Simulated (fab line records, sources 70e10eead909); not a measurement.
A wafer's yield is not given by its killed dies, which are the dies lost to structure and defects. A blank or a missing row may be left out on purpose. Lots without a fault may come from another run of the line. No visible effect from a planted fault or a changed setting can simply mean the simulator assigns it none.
One fault seen from 2 desks :: flow nand harc :: each desk has only its own numbers; what lay behind them comes last

## THE DEFECT DESK
Per lot, the means of the sampled wafers with a number show what the inspections along the route counted. The brackets show how far a lot's mean lies from the usual mean; more than 4 standard deviations puts the lot out of limits, marked OUT.
Columns: A = raw defect count at NHARC_P_CONTACT_INSPECT_27, usual 307
lot: L607
first seen here: day 6 11:51
A: 359

lot: L609
first seen here: day 7 11:09
A: 207

lot: L612
first seen here: day 8 15:22
A: 372

lot: L613
first seen here: day 9 07:22
A: 210

lot: L614
first seen here: day 9 07:47
A: 339

lot: L621
first seen here: day 12 04:44
A: 201

lot: L622
first seen here: day 12 19:29
A: 308

lot: L623
first seen here: day 13 03:28
A: 438

lot: L625
first seen here: day 13 19:20
A: 408

lot: L626
first seen here: day 14 07:54
A: 359

lot: L628
first seen here: day 15 05:36
A: 475

lot: L629
first seen here: day 15 17:01
A: 374
Finding of this desk: none of the 12 lots has anything out of limits.

## DESK OF THE TOOL OWNER: cvd w-01
The tool's own readings at NHARC_P_CONTACT_CVD_23 (deposits W, target thk 200 nm, time 557 s): means of the sampled wafers that have a number, for each lot that ran on this tool. The brackets show how far a lot's mean lies from the usual mean; more than 4 standard deviations puts the lot out of limits, marked OUT.
Columns: A = chamber pressure Torr at NHARC_P_CONTACT_CVD_23, usual 40.00 Torr; B = heater power w at NHARC_P_CONTACT_CVD_23, usual 480 W; C = throttle valve pct at NHARC_P_CONTACT_CVD_23, usual 8.00 %
lot: L609
first seen here: day 7 10:07
A: 40.02
B: 504
C: 8.25

lot: L612
first seen here: day 8 14:34
A: 40.05
B: 502
C: 8.31

lot: L613
first seen here: day 9 06:19
A: 39.93
B: 503
C: 7.89

lot: L623
first seen here: day 13 02:25
A: 40.03
B: 504
C: 8.12

lot: L629
first seen here: day 15 16:04
A: 40.04
B: 517
C: 8.17
Finding of this desk: none of the 5 lots has anything out of limits.

## ALL TOGETHER
The defect desk saw nothing out of limits.
Nothing out of limits was seen by the tool owner's desk.

## WHAT THE SIMULATOR HAD INSERTED
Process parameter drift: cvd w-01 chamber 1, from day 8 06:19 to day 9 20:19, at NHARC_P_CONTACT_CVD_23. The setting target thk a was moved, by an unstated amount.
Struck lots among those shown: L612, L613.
